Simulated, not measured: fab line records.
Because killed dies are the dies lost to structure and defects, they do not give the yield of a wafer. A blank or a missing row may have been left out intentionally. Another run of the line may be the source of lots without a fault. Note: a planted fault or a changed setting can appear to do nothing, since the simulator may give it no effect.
Chamber matching    flow n5 finfet    uv cure-02 running N5_BEOL_M6_CURE_74: 3 sister chambers
The step cures SiCOH lowk, time 240 s. 14 wafers are shown with their chamber, then 7 later ones without.

## EACH WAFER AND ITS CHAMBER
wafer   chamber  wafer_temp_C_max  lamp power pct (%)
L074.1  1        386.6             52.39
L074.4  1        386.4             52.28
L074.6  1        386.4             52.33
L079.4  2        386.8             52.46
L079.5  2        387.1             52.35
L079.6  2        387.6             52.34
L077.1  1        386.3             52.33
L077.4  1        386.7             52.32
L077.5  1        387.0             52.29
L080.2  0        385.9             52.37
L080.3  0        386.8             52.28
L080.6  0        386.0             52.33
L086.1  1        386.8             52.29
L086.4  1        386.4             52.35

SIGNATURES (means of the wafers above)
reading           chamber 0  chamber 1  chamber 2  scatter within a chamber
wafer_temp_C_max  386.233    386.575    387.167    0.334
lamp power pct    52.3267    52.3225    52.3833    0.045
Rule: for each reading, subtract the chamber's mean from the wafer's reading, divide by that reading's scatter and square the result; add these up over the readings and take the root, which gives the wafer's distance from the chamber. The wafer belongs to the nearest chamber; if the next one is less than 2 further off, it can't be placed. How the scatter is found: for the shown wafers, subtract from each reading the mean of its chamber, square and add these, divide the total by (wafers less chambers), then take the root.

## WAFERS WITHOUT THEIR CHAMBER
wafer   wafer_temp_C_max  lamp power pct (%)
L086.5  386.4             52.34
L088.1  386.4             52.35
L088.4  386.4             52.25
L088.6  386.5             52.38
L095.1  386.0             52.24
L095.3  386.4             52.20
L095.6  386.1             52.30

## WHICH CHAMBER EACH WENT THROUGH
wafer   from the rows above           in truth
L086.5  can't be placed: 0 or 1 or 2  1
L088.1  can't be placed: 0 or 1 or 2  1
L088.4  can't be placed: 1 or 0       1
L088.6  can't be placed: 1 or 0 or 2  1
L095.1  can't be placed: 0 or 1       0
L095.3  can't be placed: 1 or 0 or 2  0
L095.6  can't be placed: 0 or 1       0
Correctly placed: 0 of 7. Unplaceable from these rows: 7, with the true chamber sitting among the candidates in 7. Number placed wrongly: 0.
